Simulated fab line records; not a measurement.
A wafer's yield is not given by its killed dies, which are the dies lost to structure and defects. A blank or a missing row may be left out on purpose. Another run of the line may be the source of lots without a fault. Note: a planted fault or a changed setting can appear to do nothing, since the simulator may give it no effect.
Problem report, 8D (eight disciplines) form, completed by code | flow n5Finfet | the parts of the form that need people (team, actions taken, sign-off) are left out

## 1. PROBLEM STATEMENT
M12_ILD_THK at N5_BEOL_M12_THK_MEAS_01 reads a mean of 514 nm on 2 wafers of 2 lots; wafers without a fault read 660 nm with a standard deviation of 9.2. Measured from the usual mean, that is -16 standard deviations.
Seen first at day 14 14:14 on filmMetro-02, wafer L427.2. Wafers with a number at this step in the record: 10, from 4 lots. By rule, "out" or "out of limits" means more than 4 standard deviations away from the usual mean. All remaining wafers that have a number are taken as sound.

## 2. WHAT IT IS AND WHAT IT IS NOT
question                    | is                | is not
which readings at this step | M12_ILD_THK       | -
which lots                  | L426, L427        | L413, L433
which wafers of those lots  | L426.3, L427.2    | L426.1, L426.5
read on which gauges        | filmMetro-02      | -
when                        | from day 14 14:14 | up to then (3 sound wafers); but 5 sound wafers of L426, L433 came after

## 3. WHAT RULES OUT EACH SUSPECT
Counting: a tool at a process step up to the reading stays a suspect if it ran every lot that is out. Sound lots after the first of them don't rule it out here, since some wafers of a struck lot are sound.
- the gauge at N5_BEOL_M12_THK_MEAS_01 is ruled out. All the wafers that are out were read on filmMetro-02, but those of them that N5_BEOL_M12_ILD_DEP_00 has rows for are out there too, on other tools.
- pecvd-04 at N5_BEOL_M12_ILD_DEP_00 (deposits SiOC from DEMS/O2, target thk 658.92 nm, time 130.7 s): kept. Every lot that is out went through it, the first being L427 (day 14 14:05); the last sound lot it ran before that was L413 (day 10 14:40). Its own readings are out on those wafers: runLengthS.
- In pecvd-04 at N5_BEOL_M12_ILD_DEP_00, the wafers that are out were processed in chamber 2 and their sound lot-mates in chambers 0, 1.
Left after counting: pecvd-04 at N5_BEOL_M12_ILD_DEP_00.

## 4. THE CAUSE (what the simulator had put in)
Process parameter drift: pecvd-04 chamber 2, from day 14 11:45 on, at N5_BEOL_M12_ILD_DEP_00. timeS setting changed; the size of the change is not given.
This tool alone remained once counting was done.

## 5. SEQUENCE OF EFFECTS, ordered by route
Rows list readings where the struck wafers' mean (over those with a number) sits beyond 3 standard deviations from the usual. Only readings for which the record gives a usual standard deviation are gone through. hours: the time from each lot's start at the first step in this table that gives one to its start at this step, as a median over the lots. sigmas: the change in usual standard deviations.
hours | step                    | reading              | usual      | on struck wafers | change | sigmas
0     | N5_BEOL_M12_ILD_DEP_00  | runLengthS           | 175.5 s    | 148.1            | -27.4  | -51
0     | N5_BEOL_M12_THK_MEAS_01 | M12_ILD_THK          | 660 nm     | 514              | -146   | -16
1     | N5_BEOL_M12_STRIP_63    | oesProductAu         | 0.693 a.u. | 0.709            | +0.016 | +3.1
1     | N5_BEOL_M12_STRIP_63    | stripTimeToEndpointS | 42.6 s     | 53.1             | +10.5  | +9.5
45    | N5_PASSIVATION_PROBE_49 | killedAtOther        | 4          | 18               | +14    | +4.4
Process steps it contains:
- N5_BEOL_M12_ILD_DEP_00: deposits SiOC from DEMS/O2, target thk 658.92 nm, time 130.7 s.
- N5_BEOL_M12_STRIP_63: strips in N2/H2.
- N5_PASSIVATION_PROBE_49

## 6. WHAT WOULD HAVE CAUGHT IT SOONER
Counted from the fault's start at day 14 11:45, it took 2 hours until the first out-of-limits reading at a measuring or inspecting step in this record, taken at day 14 14:14.
Tool's own readings at N5_BEOL_M12_ILD_DEP_00, runLengthS: out on all struck wafers the step has rows for; an alarm limit on them would have tripped on the first.
Among the 2 lots that are out, L426 began N5_BEOL_M12_ILD_DEP_00 on pecvd-04 after day 14 14:14. Putting the tool on hold at that point would have spared it.
